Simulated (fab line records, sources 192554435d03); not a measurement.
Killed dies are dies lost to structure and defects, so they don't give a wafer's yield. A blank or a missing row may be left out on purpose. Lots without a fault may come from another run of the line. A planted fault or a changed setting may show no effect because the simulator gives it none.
fab line records | flow n5_finfet
record lots=10 wafers=30 last_day=18
route steps=1938 shown BEOL_M11@1593 PASSIVATION@1908
lots that met no fault: from a run of the same line without faults
start_h: hours from the record's first day to the start of the lot's first wafer shown | wait_h: hours since the lot's step before | " the same as in the row above | L1.1+2: a row that stands for several wafers | - no value, or no start given | * or withheld: withheld | < > ~ a bound
route shown NAME@n: a module of which the file shows steps, and the number in the route of the first | usual: mean/standard deviation of fault-free wafers | same: alike in all rows | chamber/n: place in a boat | sites: the reading at each site | _std_site: their standard deviation | _edge_site: outer sites' mean less inner sites' | radius_mm: how far each site lies from the wafer's centre | mask NAME#n: copy n | behind: the tool/chamber that last shaped the wafer | hold: why the lot was held/for how many hours/how that ended | device: the transistor (n, p or np) that didn't switch | end of line: the same wafers' tests at the end of the route | a step without rows: its recipe alone | killed: dies lost to structure and defects at the first sort, not the wafer's yield | map: a wafer's dies, x killed, . not, _ none there
set.NAME: the setting as run; set.NAME@STEP: as run at that earlier step | model.NAME: the simulator's own value behind a step, which no gauge read
steps of the route over a sample of lots; a table a step, a row a wafer
services: from which hour (start_h, from the record's first day; less than 0 if before it) a tool's chamber was out of use, for how many hours, and why
## steps
# step N5_BEOL_M11_SPUTTER_48
# recipe material=Cu target_thk_a=120 temp_c=-20 bias_v=60 power_w=26000 chamber_pressure_pa=0.13 time_s=2
# usual throttle_valve_pct=30.0/1.2
# columns lot.wafer tool chamber start_h wait_h throttle_valve_pct
L189.2 pvd_sputter-03 - 236.61 0.1 29.8
L189.5 " - " " 29.8
L189.6 " - " " 28.4
L191.1 pvd_sputter-01 - 240.69 1.2 32.8
L191.3 " - " " 30.8
L191.5 " - " " 29.1
L194.3 pvd_sputter-03 - 250.05 0.2 30.0
L194.5 " - " " 30.6
L194.6 " - " " 29.9
L199.1 pvd_sputter-03 - 288.97 0.1 29.9
L199.3 " - " " 31.0
L199.5 " - " " 31.0
L201.2 pvd_sputter-03 - 302.28 0.1 30.8
L201.4 " - " " 28.3
L201.5 " - " " 30.8
L202.1 pvd_sputter-02 - 320.24 0.1 30.4
L202.4 " - " " 29.9
L202.5 " - " " 28.0
L205.2 pvd_sputter-01 - 330.76 0.1 32.7
L205.4 " - " " 30.7
L205.5 " - " " 32.3
L209.1 pvd_sputter-01 - 349.41 0.1 29.3
L209.4 " - " " 30.5
L209.5 " - " " 29.5
L207.4 pvd_sputter-02 - 351.13 1.3 30.6
L207.5 " - " " 29.8
L207.6 " - " " 27.9
L212.2 pvd_sputter-03 - 381.59 0.1 29.9
L212.3 " - " " 28.5
L212.5 " - " " 29.9
# step N5_PASSIVATION_DESCUM_32
# recipe chemistry=O2 time_s=7.9 source_power_w=50 bias_power_w=20 pressure_mtorr=20 rf_frequency_hz=2.712e+07 temp_c=40 o2_flow_sccm=225
# usual drypump_motor_current_A=5.6/0.51 oes_product_au=0.83/0.07 rf_vpp_V=243.2/1.4 showerhead_plenum_p_Torr=2.11/0.08 throttle_valve_pct=20.26/0.24
# columns lot.wafer tool chamber start_h wait_h drypump_motor_current_A oes_product_au rf_hours_counter_h rf_vpp_V showerhead_plenum_p_Torr throttle_valve_pct
L189.2 rie_diel-02 3 269.00 0.0 5.8 0.77 145 242.9 2.09 20.16
L189.5 " 0 " " 5.7 0.80 - 242.8 2.03 20.14
L189.6 " 2 " " 5.3 0.84 - 245.0 2.24 20.13
L191.1 rie_diel-06 2 269.65 0.0 6.4 0.69 254 241.5 1.99 21.14
L191.3 " 3 " " 6.6 0.69 243 243.1 2.18 20.87
L191.5 " 0 " " 5.0 0.86 - 245.2 2.21 20.12
L194.3 rie_diel-05 1 278.99 0.0 4.8 0.84 58 240.6 2.04 19.84
L194.5 " 2 " " 5.6 0.75 - 242.0 2.09 20.38
L194.6 " 3 " " 5.4 0.91 - 243.1 2.06 20.14
L199.1 rie_diel-02 1 321.39 0.0 6.0 0.92 10 243.3 2.14 20.32
L199.3 " 3 " " 5.8 0.75 164 242.0 2.08 20.20
L199.5 " 2 " " 5.3 0.82 - 246.3 2.23 20.17
L201.2 rie_diel-06 1 338.86 0.0 5.1 0.86 39 241.7 2.04 20.11
L201.4 " 2 " " 6.4 0.93 16 245.6 2.25 20.86
L201.5 " 3 " " 6.6 0.98 - 241.0 2.17 20.50
L202.1 rie_diel-06 0 355.74 0.0 4.9 0.81 115 244.2 2.20 20.17
L202.4 " 3 " " 6.6 0.96 16 242.4 2.17 20.51
L202.5 " 1 " " 5.1 0.84 - 242.2 2.04 20.10
L205.2 rie_diel-02 0 369.07 0.0 5.7 0.75 140 242.4 2.02 20.20
L205.4 " 2 " " 5.3 0.79 106 244.5 2.22 20.19
L205.5 " 2 " " 5.3 0.79 - 246.4 2.22 20.19
L209.1 rie_diel-05 0 385.89 0.2 5.3 0.73 183 241.5 2.00 20.25
L209.4 " 3 " " 5.4 0.84 61 241.8 2.05 20.20
L209.5 " 2 " " 5.6 0.72 - 242.7 2.08 20.44
L207.4 rie_diel-06 0 390.62 0.4 4.9 0.79 127 245.6 2.20 20.19
L207.5 " 3 " " 6.6 0.94 - 244.6 2.16 20.51
L207.6 " 2 " " 6.4 0.88 - 245.9 2.24 20.89
L212.2 rie_diel-05 1 420.44 0.1 4.8 0.80 107 243.7 2.02 19.93
L212.3 " 2 " " 5.6 0.71 197 244.1 2.08 20.46
L212.5 " 0 " " 5.2 0.73 - 243.0 1.99 20.28
# step N5_PASSIVATION_AL_ETCH_33
# recipe chemistry=Cl2/BCl3 target_depth_a=28000 over_etch_frac=0.15 Cl2_flow_sccm=180 bcl3_flow_sccm=60 target=Al stop_on=TaN time_s=466.7 ion_energy_ev=100 pressure_mtorr=10 icp_w=900 bias_w=100
# usual drypump_motor_current_A=5.8/0.75 oes_product_au=0.75/0.078 throttle_valve_pct=34.3/0.4
# columns lot.wafer tool chamber start_h wait_h drypump_motor_current_A oes_product_au rf_hours_counter_h throttle_valve_pct
L189.2 rie_metal-02 1 269.09 0.1 5.2 0.79 14 33.9
L189.5 " 0 " " 5.5 0.87 - 33.8
L189.6 " 1 " " 5.2 0.79 - 33.9
L191.1 rie_metal-03 1 269.74 0.1 6.8 0.69 52 34.2
L191.3 " 1 " " 6.8 0.70 - 34.2
L191.5 " 1 " " 6.8 0.71 - 34.2
L194.3 rie_metal-03 1 279.21 0.2 6.8 0.68 - 34.3
L194.5 " 1 " " 6.8 0.68 - 34.2
L194.6 " 0 " " 5.0 0.87 - 33.9
L199.1 rie_metal-01 0 321.48 0.1 5.1 0.85 4 34.8
L199.3 " 1 " " 6.6 0.67 - 34.7
L199.5 " 1 " " 6.6 0.67 - 34.7
L201.2 rie_metal-01 0 338.95 0.1 5.1 0.82 6 34.9
L201.4 " 1 " " 6.5 0.67 - 34.7
L201.5 " 1 " " 6.6 0.67 - 34.7
L202.1 rie_metal-02 0 355.83 0.1 5.5 0.82 10 33.8
L202.4 " 0 " " 5.5 0.82 - 33.8
L202.5 " 0 " " 5.5 0.82 - 33.8
L205.2 rie_metal-01 1 369.16 0.1 6.5 0.67 63 34.7
L205.4 " 0 " " 5.1 0.81 - 34.9
L205.5 " 0 " " 5.1 0.81 - 34.9
L209.1 rie_metal-03 1 385.98 0.1 6.8 0.66 63 34.3
L209.4 " 1 " " 6.8 0.66 - 34.3
L209.5 " 1 " " 6.8 0.66 - 34.2
L207.4 rie_metal-01 1 390.84 0.2 6.5 0.66 - 34.7
L207.5 " 0 " " 5.1 0.80 - 34.8
L207.6 " 1 " " 6.5 0.66 - 34.7
L212.2 rie_metal-03 1 420.52 0.1 6.8 0.65 66 34.3
L212.3 " 0 " " 5.0 0.76 - 33.9
L212.5 " 1 " " 6.8 0.65 - 34.3
# step N5_PASSIVATION_PASS_ETCH_47
# recipe chemistry=CF4/O2 target=SiNx target_depth_a=7700 time_s=385 ion_energy_ev=100 pressure_mtorr=40 source_w=535 bias_w=49 Ar_flow_sccm=100 cf4_flow_sccm=100 O2_flow_sccm=10
# usual drypump_motor_current_A=5.5/0.5 oes_product_au=0.81/0.07 rf_vpp_V=241/6 showerhead_plenum_p_Torr=2.20/0.073 throttle_valve_pct=15.67/0.23
# columns lot.wafer tool chamber start_h wait_h drypump_motor_current_A oes_product_au rf_hours_counter_h rf_vpp_V showerhead_plenum_p_Torr throttle_valve_pct
L189.2 rie_diel-06 3 270.78 0.0 6.6 0.69 243 245 2.26 16.21
L189.5 " 0 " " 5.0 0.85 - 247 2.32 15.58
L189.6 " 3 " " 6.6 0.69 - 245 2.26 16.21
L191.1 rie_diel-05 1 272.38 0.0 4.8 0.85 54 234 2.16 15.37
L191.3 " 0 " " 5.2 0.76 143 235 2.12 15.62
L191.5 " 1 " " 4.8 0.85 - 235 2.16 15.38
L194.3 rie_diel-02 3 281.17 0.0 5.8 0.77 150 238 2.20 15.70
L194.5 " 2 " " 5.3 0.84 - 253 2.32 15.42
L194.6 " 3 " " 5.8 0.77 - 237 2.20 15.71
L199.1 rie_diel-02 2 323.25 0.0 5.4 0.82 91 251 2.31 15.46
L199.3 " 0 " " 5.7 0.78 124 241 2.14 15.63
L199.5 " 1 " " 6.0 0.93 - 251 2.24 15.60
L201.2 rie_diel-02 2 340.80 0.0 5.4 0.81 98 251 2.31 15.49
L201.4 " 3 " " 5.8 0.74 171 237 2.19 15.75
L201.5 " 1 " " 6.0 0.89 - 251 2.24 15.62
L202.1 rie_diel-05 3 357.51 0.0 5.4 0.85 49 241 2.16 15.50
L202.4 " 2 " " 5.6 0.74 174 241 2.20 15.90
L202.5 " 0 " " 5.2 0.74 - 237 2.11 15.67
L205.2 rie_diel-06 2 370.91 0.0 6.4 0.90 28 233 2.35 16.13
L205.4 " 3 " " 6.6 0.94 21 243 2.25 15.77
L205.5 " 0 " " 5.0 0.81 - 248 2.31 15.65
L209.1 rie_diel-05 0 387.67 0.0 5.2 0.73 184 237 2.11 15.69
L209.4 " 1 " " 4.8 0.80 95 234 2.14 15.43
L209.5 " 2 " " 5.6 0.72 - 242 2.19 15.92
L207.4 rie_diel-06 0 392.73 0.0 5.0 0.81 127 245 2.31 15.68
L207.5 " 0 " " 5.0 0.80 - 247 2.31 15.67
L207.6 " 3 " " 6.6 0.92 - 244 2.25 15.78
L212.2 rie_diel-02 3 422.33 0.0 5.8 0.72 199 236 2.19 15.81
L212.3 " 2 " " 5.3 0.79 124 253 2.30 15.53
L212.5 " 1 " " 6.0 0.85 - 250 2.23 15.65
# step N5_PASSIVATION_PROBE_49
# usual defect_limited_yield=91.2/1.6 killed_at_M0_to_M3=34/11 killed_at_M4_up=14/5.7 killed_at_contacts=14/6.6 killed_at_front_end=37/10 killed_at_other=4/3.2 killed_dies=104/19 killed_open=69/13 killed_short=33/8.7 sort_bin_5_function=5.1/1 sort_bin_6_memory=3.3/0.76 sort_n_pass=1076/19 sort_yield_pct=91.2/1.6
# same gross_dies=1180 killed_at_back_side=0 sort_bin_4_leakage[%]=0 sort_bin_8_speed[%]=0
# columns lot.wafer tool chamber start_h wait_h defect_limited_yield[%] killed_at_M0_to_M3 killed_at_M4_up killed_at_contacts killed_at_front_end killed_at_other killed_dies killed_open killed_short sort_bin_5_function[%] sort_bin_6_memory[%] sort_n_pass sort_yield_pct[%]
L189.2 prober-02 - 273.83 0.1 89.2 40 17 18 47 5 127 89 37 6.9 3.5 1053 89.2
L189.5 prober-02 - 273.98 0.2 87.9 52 19 13 55 4 143 105 38 7.7 4.0 1037 87.9
L189.6 prober-02 - 274.03 0.3 92.8 25 17 9 30 4 85 50 34 4.1 3.1 1095 92.8
L191.1 prober-01 - 275.80 0.1 93.1 36 11 6 21 7 81 55 25 3.2 3.6 1099 93.1
L191.3 prober-01 - 275.90 0.2 93.7 24 10 10 27 3 74 44 30 4.2 1.9 1106 93.7
L191.5 prober-01 - 276.00 0.3 94.4 19 10 11 23 3 66 41 23 4.0 1.4 1114 94.4
L194.3 prober-01 - 284.68 0.1 89.1 50 27 12 35 5 129 81 46 6.3 4.2 1051 89.1
L194.5 prober-01 - 284.78 0.2 88.8 50 22 18 40 2 132 92 40 7.3 3.7 1048 88.8
L194.6 prober-01 - 284.83 0.3 86.6 79 19 19 40 1 158 99 58 7.2 5.6 1022 86.6
L199.1 prober-01 - 326.27 0.0 91.0 36 20 9 30 11 106 63 40 4.5 4.3 1074 91.0
L199.3 prober-01 - 326.37 0.1 90.9 38 12 2 48 7 107 72 31 5.6 3.3 1073 90.9
L199.5 prober-01 - 326.47 0.2 79.9 40 142 12 34 9 237 80 30 13.3 4.7 943 79.9
L201.2 prober-02 - 343.87 0.1 80.7 34 148 8 37 1 228 70 25 13.1 4.1 952 80.7
L201.4 prober-02 - 343.97 0.2 92.8 34 17 5 26 3 85 63 19 4.2 3.0 1095 92.8
L201.5 prober-02 - 344.02 0.2 80.9 18 145 13 47 2 225 54 22 11.7 3.6 955 80.9
L202.1 prober-02 - 360.52 0.0 91.9 28 9 9 48 1 95 66 29 4.8 2.9 1085 91.9
L202.4 prober-02 - 360.67 0.2 89.0 28 21 21 52 8 130 85 44 6.1 4.6 1050 89.0
L202.5 prober-02 - 360.72 0.2 90.5 21 21 21 42 7 112 76 36 6.3 3.0 1068 90.5
L205.2 prober-02 - 373.98 0.1 93.0 20 7 13 42 1 83 50 33 3.8 3.1 1097 93.0
L205.4 prober-02 - 374.08 0.2 89.5 49 16 11 48 0 124 84 37 5.9 3.7 1056 89.5
L205.5 prober-02 - 374.13 0.2 90.6 36 13 8 50 4 111 79 31 6.3 2.9 1069 90.6
L209.1 prober-02 - 390.70 0.0 92.2 20 22 11 33 6 92 64 27 5.0 2.5 1088 92.2
L209.4 prober-02 - 390.85 0.2 91.2 20 24 25 28 7 104 75 27 5.3 2.9 1076 91.2
L209.5 prober-02 - 390.90 0.2 94.5 15 13 11 24 2 65 39 26 3.6 1.6 1115 94.5
L207.4 prober-01 - 395.88 0.2 93.1 19 12 7 35 8 81 50 29 3.8 3.0 1099 93.1
L207.5 prober-01 - 395.93 0.2 90.7 36 11 12 44 7 110 71 39 5.0 4.0 1070 90.7
L207.6 prober-01 - 395.98 0.3 91.1 45 6 10 39 5 105 73 31 5.3 3.5 1075 91.1
L212.2 prober-02 - 425.39 0.1 91.5 32 7 20 28 13 100 68 31 4.7 3.6 1080 91.5
L212.3 prober-02 - 425.44 0.1 91.1 35 17 11 29 13 105 53 52 4.8 3.6 1075 91.1
L212.5 prober-02 - 425.54 0.2 91.5 31 16 9 32 12 100 66 32 5.6 2.7 1080 91.5
# killed by level:class
L189.2 FIN_SAQP:geometric_particle:open=20 MOL_CONTACT_COAG:geometric_particle:open=16 BEOL_M0_SAQP:geometric_particle:short=9 BEOL_M1:geometric_particle:open=7 STI_FIN_REVEAL:geometric_particle:open=6 BEOL_M2:geometric_particle:open=6 BEOL_M3:geometric_particle:open=6 BEOL_M4:geometric_particle:open=6
L189.5 FIN_SAQP:geometric_particle:open=19 BEOL_M0_SAQP:geometric_particle:open=17 STI_FIN_REVEAL:geometric_particle:open=9 MOL_CONTACT_COAG:geometric_particle:open=9 BEOL_M0_SAQP:geometric_particle:short=9 BEOL_M2:geometric_particle:open=9 BEOL_M3:geometric_particle:open=8 BEOL_M8:geometric_particle:open=6
L189.6 FIN_SAQP:geometric_particle:open=8 MOL_CONTACT_COAG:geometric_particle:open=8 FIN_SAQP:geometric_particle:short=7 BEOL_M2:geometric_particle:open=6 GATE_CUT:geometric_particle:short=4 BEOL_M0_SAQP:geometric_particle:short=4 BEOL_M0:geometric_particle:open=4 BEOL_M4:geometric_particle:open=4
L191.1 BEOL_M1:geometric_particle:open=10 STI_FIN_REVEAL:geometric_particle:open=8 BEOL_M0_SAQP:geometric_particle:open=7 BEOL_M0_SAQP:geometric_particle:short=5 BEOL_M1:geometric_particle:short=5 MOL_CONTACT_COAG:geometric_particle:open=4 BEOL_M3:geometric_particle:open=4 BEOL_M4:geometric_particle:open=4
L191.3 MOL_CONTACT_COAG:geometric_particle:open=9 STI_FIN_REVEAL:geometric_particle:open=6 BEOL_M4:geometric_particle:open=5 BEOL_M0_SAQP:geometric_particle:short=4 BEOL_M0_SAQP:geometric_particle:open=4 BEOL_M0:geometric_particle:short=4 BEOL_M1:geometric_particle:short=4 STARTING-WAFER:geometric_particle:open=4
L191.5 MOL_CONTACT_COAG:geometric_particle:open=8 GATE_CUT:geometric_particle:short=7 BEOL_M3:geometric_particle:open=6 BEOL_M0_SAQP:geometric_particle:open=4 ILD0:geometric_particle:short=3 MOL_CONTACT_COAG:geometric_particle:short=3 BEOL_M1:geometric_particle:open=3 BEOL_M5:geometric_particle:open=3
L194.3 BEOL_M4:geometric_particle:open=18 MOL_CONTACT_COAG:geometric_particle:open=11 BEOL_M0_SAQP:geometric_particle:open=11 BEOL_M0_SAQP:geometric_particle:short=11 FIN_SAQP:geometric_particle:open=10 BEOL_M1:geometric_particle:open=9 FIN_SAQP:geometric_particle:short=7 BEOL_M1:geometric_particle:short=6
L194.5 MOL_CONTACT_COAG:geometric_particle:open=14 BEOL_M1:geometric_particle:open=13 BEOL_M4:geometric_particle:open=13 FIN_SAQP:geometric_particle:short=9 BEOL_M0_SAQP:geometric_particle:short=9 BEOL_M0:geometric_particle:open=8 BEOL_M3:geometric_particle:open=6 FIN_SAQP:geometric_particle:open=5
L194.6 BEOL_M0_SAQP:geometric_particle:open=25 BEOL_M0_SAQP:geometric_particle:short=23 MOL_CONTACT_COAG:geometric_particle:open=17 FIN_SAQP:geometric_particle:short=12 BEOL_M1:geometric_particle:open=10 BEOL_M4:geometric_particle:open=10 BEOL_M2:geometric_particle:open=9 FIN_SAQP:geometric_particle:open=5
L199.1 BEOL_M0_SAQP:geometric_particle:short=8 BEOL_M4:geometric_particle:open=8 PAD_METAL:geometric_particle:short=8 MOL_CONTACT_COAG:geometric_particle:open=7 BEOL_M2:geometric_particle:open=7 FIN_SAQP:geometric_particle:open=6 BEOL_M0_SAQP:geometric_particle:open=6 GATE_CUT:geometric_particle:short=5
L199.3 FIN_SAQP:geometric_particle:open=13 FIN_SAQP:geometric_particle:short=11 BEOL_M0_SAQP:geometric_particle:open=11 BEOL_M1:geometric_particle:open=7 BEOL_M3:geometric_particle:open=7 GATE_CUT:geometric_particle:short=6 STI_FIN_REVEAL:geometric_particle:open=5 BEOL_M0_SAQP:geometric_particle:short=5
L199.5 BEOL_M11:unspecified=126 FIN_SAQP:geometric_particle:open=14 BEOL_M2:geometric_particle:open=12 MOL_CONTACT_COAG:geometric_particle:open=11 FIN_SAQP:geometric_particle:short=8 BEOL_M4:geometric_particle:open=8 BEOL_M0_SAQP:geometric_particle:open=7 BEOL_M1:geometric_particle:open=5
L201.2 BEOL_M11:unspecified=131 BEOL_M0_SAQP:geometric_particle:open=11 FIN_SAQP:geometric_particle:open=7 BEOL_M2:geometric_particle:open=7 ILD0:geometric_particle:open=6 MOL_CONTACT_COAG:geometric_particle:open=6 FIN_SAQP:geometric_particle:short=4 DUMMY_GATE:geometric_particle:open=4
L201.4 BEOL_M2:geometric_particle:open=13 BEOL_M4:geometric_particle:open=9 BEOL_M1:geometric_particle:open=7 DUMMY_GATE:geometric_particle:open=6 FIN_SAQP:geometric_particle:short=5 FIN_SAQP:geometric_particle:open=4 MOL_CONTACT_COAG:geometric_particle:open=4 BEOL_M3:geometric_particle:open=4
L201.5 BEOL_M11:unspecified=137 DUMMY_GATE:geometric_particle:open=12 HKMG_FIN:area_etch=11 MOL_CONTACT_COAG:geometric_particle:open=10 STI_FIN_REVEAL:geometric_particle:open=7 BEOL_M2:geometric_particle:open=6 ILD0:geometric_particle:open=4 BEOL_M0_SAQP:geometric_particle:short=4
L202.1 STI_FIN_REVEAL:geometric_particle:open=12 FIN_SAQP:geometric_particle:short=9 MOL_CONTACT_COAG:geometric_particle:open=8 BEOL_M2:geometric_particle:open=8 STARTING-WAFER:geometric_particle:open=7 BEOL_M0_SAQP:geometric_particle:short=6 FIN_SAQP:geometric_particle:open=5 BEOL_M4:geometric_particle:open=4
L202.4 STI_FIN_REVEAL:geometric_particle:open=15 MOL_CONTACT_COAG:geometric_particle:open=14 BEOL_M0_SAQP:geometric_particle:open=13 GATE_CUT:geometric_particle:short=7 MOL_CONTACT_COAG:geometric_particle:short=7 BEOL_M4:geometric_particle:open=7 GATE_CUT:geometric_particle:open=6 FIN_SAQP:geometric_particle:short=5
L202.5 MOL_CONTACT_COAG:geometric_particle:open=17 GATE_CUT:geometric_particle:short=11 STI_FIN_REVEAL:geometric_particle:open=10 BEOL_M2:geometric_particle:open=6 MOL_CONTACT_COAG:geometric_particle:short=4 GATE_CUT:geometric_particle:open=4 BEOL_M7:geometric_particle:open=4 PASS1_CAP:geometric_particle:open=4
L205.2 DUMMY_GATE:geometric_particle:open=10 MOL_CONTACT_COAG:geometric_particle:open=10 FIN_SAQP:geometric_particle:short=8 FIN_SAQP:geometric_particle:open=6 BEOL_M2:geometric_particle:open=6 BEOL_M0_SAQP:geometric_particle:short=5 GATE_CUT:geometric_particle:short=4 BEOL_M0_SAQP:geometric_particle:open=4
L205.4 FIN_SAQP:geometric_particle:open=18 BEOL_M1:geometric_particle:open=12 BEOL_M0_SAQP:geometric_particle:open=10 BEOL_M0_SAQP:geometric_particle:short=9 MOL_CONTACT_COAG:geometric_particle:open=8 BEOL_M0:geometric_particle:open=6 STI_FIN_REVEAL:geometric_particle:open=6 GATE_CUT:geometric_particle:short=5
L205.5 FIN_SAQP:geometric_particle:open=10 STI_FIN_REVEAL:geometric_particle:open=10 FIN_SAQP:geometric_particle:short=8 BEOL_M0_SAQP:geometric_particle:open=7 BEOL_M0:geometric_particle:open=7 DUMMY_GATE:geometric_particle:open=6 MOL_CONTACT_COAG:geometric_particle:open=6 BEOL_M0_SAQP:geometric_particle:short=6
L209.1 BEOL_M4:geometric_particle:open=14 STI_FIN_REVEAL:geometric_particle:open=10 MOL_CONTACT_COAG:geometric_particle:open=9 FIN_SAQP:geometric_particle:open=6 FIN_SAQP:geometric_particle:short=5 BEOL_M2:geometric_particle:open=5 BEOL_M4:geometric_particle:short=5 DUMMY_GATE:geometric_particle:open=4
L209.4 MOL_CONTACT_COAG:geometric_particle:open=18 BEOL_M4:geometric_particle:open=15 BEOL_M1:geometric_particle:open=9 GATE_CUT:geometric_particle:short=7 MOL_CONTACT_COAG:geometric_particle:short=7 STI_FIN_REVEAL:geometric_particle:open=6 FIN_SAQP:geometric_particle:open=4 BEOL_M2:geometric_particle:open=4
L209.5 MOL_CONTACT_COAG:geometric_particle:open=8 BEOL_M0_SAQP:geometric_particle:short=5 BEOL_M4:geometric_particle:open=5 STI_FIN_REVEAL:geometric_particle:open=4 GATE_CUT:geometric_particle:short=4 BEOL_M6:geometric_particle:open=4 FIN_SAQP:geometric_particle:open=3 MOL_CONTACT_COAG:geometric_particle:short=3
L207.4 FIN_SAQP:geometric_particle:open=11 BEOL_M0_SAQP:geometric_particle:open=7 FIN_SAQP:geometric_particle:short=6 GATE_CUT:geometric_particle:short=6 BEOL_M0_SAQP:geometric_particle:short=6 MOL_CONTACT_COAG:geometric_particle:open=5 BEOL_M4:geometric_particle:open=5 STI_FIN_REVEAL:geometric_particle:open=3
L207.5 FIN_SAQP:geometric_particle:open=12 MOL_CONTACT_COAG:geometric_particle:open=10 FIN_SAQP:geometric_particle:short=8 BEOL_M3:geometric_particle:open=8 BEOL_M1:geometric_particle:open=7 BEOL_M2:geometric_particle:open=7 GATE_CUT:geometric_particle:short=6 STARTING-WAFER:geometric_particle:short=5
L207.6 BEOL_M3:geometric_particle:open=21 GATE_CUT:geometric_particle:short=9 FIN_SAQP:geometric_particle:open=8 MOL_CONTACT_COAG:geometric_particle:open=8 BEOL_M0_SAQP:geometric_particle:open=8 STI_FIN_REVEAL:geometric_particle:open=7 DUMMY_GATE:geometric_particle:open=4 FIN_SAQP:geometric_particle:short=3
L212.2 MOL_CONTACT_COAG:geometric_particle:open=17 BEOL_M3:geometric_particle:open=9 BEOL_M0_SAQP:geometric_particle:open=6 FIN_SAQP:geometric_particle:short=5 FIN_SAQP:geometric_particle:open=4 BEOL_M0_SAQP:geometric_particle:short=4 BEOL_M2:geometric_particle:open=4 BEOL_M4:geometric_particle:open=4
L212.3 BEOL_M3:geometric_particle:open=12 FIN_SAQP:geometric_particle:short=11 BEOL_M4:geometric_particle:open=8 MOL_CONTACT_COAG:geometric_particle:open=7 BEOL_M1:geometric_particle:open=6 MOL_CONTACT_COAG:geometric_particle:short=4 BEOL_M4:geometric_particle:short=4 PAD_METAL:geometric_particle:open=4
L212.5 FIN_SAQP:geometric_particle:open=8 MOL_CONTACT_COAG:geometric_particle:open=8 BEOL_M0_SAQP:geometric_particle:open=7 BEOL_M0:geometric_particle:open=6 BEOL_M1:geometric_particle:open=6 PASS1_CAP:geometric_particle:open=6 FIN_SAQP:geometric_particle:short=5 BEOL_M4:geometric_particle:open=5
## services
# columns tool chamber start_h hours kind
rie_diel-06 1 223.23 - clean
rie_diel-06 1 223.23 - consumable_replace:focus_ring
rie_diel-06 1 223.23 18.1 scheduled_down
rie_diel-06 1 223.23 18.1 vent_cycle
rie_diel-05 - 250.18 0.4 repair
rie_diel-02 1 268.76 - clean
rie_diel-02 1 268.76 - consumable_replace:focus_ring
rie_diel-02 1 268.76 20.5 scheduled_down
rie_diel-02 1 268.76 20.5 vent_cycle
rie_diel-06 2 280.14 - clean
rie_diel-06 2 280.14 - consumable_replace:focus_ring
rie_diel-06 2 280.14 - consumable_replace:showerhead
rie_diel-06 2 280.14 20.4 scheduled_down
rie_metal-02 - 298.13 1.4 pm
rie_metal-02 - 303.05 2.8 pm
pvd_sputter-03 - 309.90 0.8 repair
rie_metal-03 0 319.68 5.5 repair
rie_diel-05 2 325.98 13.5 repair
rie_diel-05 - 330.64 3.9 repair
pvd_sputter-01 - 335.20 1.6 repair
rie_diel-05 3 336.29 3.1 repair
rie_diel-02 1 370.04 5.3 repair
rie_metal-01 1 393.13 1.4 repair
rie_diel-05 0 413.82 5.5 repair
## key
first_sign step=N5_PASSIVATION_PROBE_49 reading=killed_at_M4_up direction=up sigmas=23 usual=14 struck=145
effect step=N5_PASSIVATION_PROBE_49 reading=defect_limited_yield direction=down sigmas=6.5 usual=91.2 struck=80.5
more_kills_born_at N5_BEOL_M11_SPUTTER_48@pvd_sputter-03=394
met_at N5_BEOL_M11_SPUTTER_48
struck_lots L199,L201
struck_wafers L199.5,L201.2,L201.5
baseline_loss step=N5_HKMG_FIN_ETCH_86 wafers=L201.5
not_acting_at N5_PASSIVATION_DESCUM_32,N5_PASSIVATION_AL_ETCH_33,N5_PASSIVATION_PASS_ETCH_47
onset_between 250.05 288.97
fault kind=chamber_particle_source tool=pvd_sputter-03 chamber=- onset_h=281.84 steps=N5_BEOL_M11_SPUTTER_48 rate_per_visit_cm2=1.0394 end_h=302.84 scope=struck_wafers_only
# baseline_loss: these wafers lose ten dies or more at that step, a loss of the line's own and not of a fault; the sort's usual values leave them out
